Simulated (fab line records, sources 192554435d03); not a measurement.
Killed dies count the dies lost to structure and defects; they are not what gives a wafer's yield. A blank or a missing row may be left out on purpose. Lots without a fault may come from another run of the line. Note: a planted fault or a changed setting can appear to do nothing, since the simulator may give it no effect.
The same fault as seen by 3 desks || flow n5-finfet || what lay behind the numbers comes last; until then each desk has only its own

THE DEFECT DESK
Counts from the inspections along the route, per lot, as means over the sampled wafers that have a number. Any lot whose mean is over 4 standard deviations away from the usual mean is out of limits and marked OUT; that distance is given in the brackets.
Columns: A = raw-defect-count at N5_BEOL_M7_INSPECT_30, usual 421
{"lot": "L319", "first seen here": "day 8 16:49", "A": 333}
{"lot": "L320", "first seen here": "day 9 11:03", "A": 509}
{"lot": "L326", "first seen here": "day 10 06:34", "A": 531}
{"lot": "L336", "first seen here": "day 13 01:04", "A": 395}
{"lot": "L335", "first seen here": "day 13 02:02", "A": 379}
{"lot": "L342", "first seen here": "day 14 15:07", "A": 457}
This desk's verdict: no lot among the 6 shows anything out of limits.

THE METROLOGY DESK
What the gauges read, lot by lot, whatever tool the lot ran on: means of the sampled wafers that have a number. Any lot whose mean is over 4 standard deviations away from the usual mean is out of limits and marked OUT; that distance is given in the brackets.
Columns: A = cd-nm at N5_BEOL_M7_CD_MEAS_28, usual 40.01 nm; B = V6_OVL at N5_BEOL_M7_OVL_MEAS_29, usual -0.2 nm
{"lot": "L319", "first seen here": "day 8 16:43", "A": 40.06, "B": -0.1}
{"lot": "L320", "first seen here": "day 9 10:58", "A": 40.21, "B": -0.7}
{"lot": "L326", "first seen here": "day 10 06:29", "A": 40.07, "B": -0.5}
{"lot": "L336", "first seen here": "day 13 00:59", "A": 39.93, "B": -1.1}
{"lot": "L335", "first seen here": "day 13 01:56", "A": 40.07, "B": -0.3}
{"lot": "L342", "first seen here": "day 14 15:01", "A": 39.89, "B": 0.0}
This desk's verdict: no lot among the 6 shows anything out of limits.

THE TOOL OWNER'S DESK: rie-diel-04
The tool's own readings at N5_BEOL_M7_ETCH_66 (etches SOC in N2/H2, target depth 80 nm, overetch 16 nm, time 120 s): means of the sampled wafers that have a number, for each lot that ran on this tool. Any lot whose mean is over 4 standard deviations away from the usual mean is out of limits and marked OUT; that distance is given in the brackets.
Columns: A = drypump-motor-current-A at N5_BEOL_M7_ETCH_66, usual 5.7 A; B = n2-flow-sccm at N5_BEOL_M7_ETCH_66, usual 199.9 sccm; C = oes-product-au at N5_BEOL_M7_ETCH_66, usual 0.59 a.u.; D = rf-vpp-V at N5_BEOL_M7_ETCH_66, usual 523.3 V; E = showerhead-plenum-p-Torr at N5_BEOL_M7_ETCH_66, usual 2.52 Torr; F = throttle-valve-pct at N5_BEOL_M7_ETCH_66, usual 17.80 %
{"lot": "L320", "first seen here": "day 9 11:10", "A": 5.5, "B": 199.7, "C": 0.59, "D": 522.8, "E": 2.51, "F": 17.86}
{"lot": "L336", "first seen here": "day 13 01:16", "A": 5.2, "B": 200.3, "C": 0.57, "D": 521.5, "E": 2.47, "F": 17.89}
{"lot": "L335", "first seen here": "day 13 02:12", "A": 5.5, "B": 200.4, "C": 0.60, "D": 522.3, "E": 2.47, "F": 17.67}
This desk's verdict: no lot among the 3 shows anything out of limits.

PUT TOGETHER
Nothing out of limits was seen by the defect desk.
From the metrology desk's view, nothing was out of limits.
The tool owner's desk saw nothing out of limits.

WHAT THE SIMULATOR HAD INSERTED
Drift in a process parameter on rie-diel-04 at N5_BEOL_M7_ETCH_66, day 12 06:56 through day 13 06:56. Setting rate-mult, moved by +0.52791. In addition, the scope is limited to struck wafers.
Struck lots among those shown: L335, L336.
